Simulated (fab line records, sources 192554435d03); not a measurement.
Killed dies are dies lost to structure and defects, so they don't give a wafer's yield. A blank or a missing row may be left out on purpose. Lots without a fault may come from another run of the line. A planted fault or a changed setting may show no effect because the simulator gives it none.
Chamber matching | flow n5_finfet | N5_DUMMY_GATE_STRIP_41 on rie_diel-03: 4 sister chambers
The step strips in O2. 4 wafers are shown with their chamber, then 11 later ones without.

WAFERS WITH THEIR CHAMBER
wafer  | chamber | drypump_motor_current_A (A)
L082.3 | 3       | 5.9
L084.6 | 1       | 6.4
L088.5 | 0       | 5.9
L089.2 | 2       | 5.6

WAFERS WITHOUT THEIR CHAMBER
wafer  | drypump_motor_current_A (A)
L089.5 | 5.9
L089.6 | 5.9
L091.1 | 5.7
L091.3 | 5.9
L091.6 | 5.7
L093.1 | 5.9
L093.4 | 5.9
L093.5 | 5.6
L094.2 | 5.8
L094.3 | 5.9
L094.4 | 5.7

WHICH CHAMBER EACH WENT THROUGH
wafer  | from the rows above          | in truth
L089.5 | can't be placed: 0 or 3      | 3
L089.6 | can't be placed: 0 or 3      | 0
L091.1 | can't be placed: 2 or 0 or 3 | 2
L091.3 | can't be placed: 0 or 3      | 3
L091.6 | can't be placed: 2 or 0 or 3 | 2
L093.1 | can't be placed: 0 or 3      | 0
L093.4 | can't be placed: 0 or 3      | 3
L093.5 | 2                            | 2
L094.2 | can't be placed: 0 or 3 or 2 | 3
L094.3 | can't be placed: 0 or 3      | 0
L094.4 | can't be placed: 2 or 0 or 3 | 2
Placed correctly: 1 of 11. Can't be placed from these rows: 10 (the true chamber is among the candidates in 10). Placed wrongly: 0.
How it was worked out, from the rows above alone: a wafer's distance from a chamber is the root of the sum, over the readings, of the square of ((its reading less the chamber's mean) divided by the reading's scatter). The wafer belongs to the nearest chamber; if the next one is less than 2 further off, it can't be placed. A chamber's mean is the mean of its shown wafers. The scatter: with one shown wafer a chamber, the root of the mean of the squares of how far each hidden wafer lies from its nearest shown one.
